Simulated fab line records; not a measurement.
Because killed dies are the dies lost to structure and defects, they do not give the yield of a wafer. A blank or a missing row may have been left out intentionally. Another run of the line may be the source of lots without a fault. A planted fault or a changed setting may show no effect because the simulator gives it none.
The tool behind it: which one? -- flow n5_finfet -- 10 lots (30 wafers sampled), 1 step of a 1938-step route

## WHAT THE GAUGES READ, wafer by wafer
N5_BEOL_M9_CD_MEAS_18: pitch 140 nm, target cd 70 nm. Usual: cd_nm 69.9 nm, standard deviation 0.67.
lot,measured,on,cd_nm (nm),flag
L684,day 9 17:02,cd_sem-02,71.2 70.2 70.7,
L686,day 10 04:08,cd_sem-01,70.3 70.2 70.0,
L692,day 11 06:40,cd_sem-01,69.2 69.4 69.3,
L696,day 12 18:29,cd_sem-01,69.7 69.6 69.5,
L695,day 12 18:46,cd_sem-02,69.1 69.2 69.1,
L697,day 12 22:20,cd_sem-01,69.4 71.0 70.5,
L698,day 12 22:33,cd_sem-01,69.2 69.5 68.7,
L699,day 13 16:10,cd_sem-03,69.1 70.6 70.8,
L702,day 14 10:11,cd_sem-02,69.9 70.4 70.0,
L704,day 14 21:22,cd_sem-02,70.9 70.5 70.1,

## TOOL THAT RAN EACH LOT (tool first, then ch and the chambers of the sampled wafers, then the start)
Record: no process step prior to these readings.

## AS READ BY THE TOOLS THEMSELVES (means over the sampled wafers that have a number; for cases with no such wafer, the mark the record gives instead)
The record holds no such reading with a usual standard deviation.

## THE ANSWER, worked out from the rows above alone
Rule: a lot counts as off when the mean over its wafers that have a number is more than 3 standard deviations away from the usual mean. Also off: a lot with no number at a reading for which 4 or more lots have one. Where the step has rows for the other lots, those lots are counted as sound. After the gauges, taken in route order, come the tools' own readings; for these a lot's mean is taken, as printed above. The first step at which some lot is off is used, and at that step the reading that is off furthest; a lot without a number counts as furthest.
No lot is off on any of the readings shown, so nothing can be concluded from this.

## WHAT HAD BEEN PUT IN BY THE SIMULATOR
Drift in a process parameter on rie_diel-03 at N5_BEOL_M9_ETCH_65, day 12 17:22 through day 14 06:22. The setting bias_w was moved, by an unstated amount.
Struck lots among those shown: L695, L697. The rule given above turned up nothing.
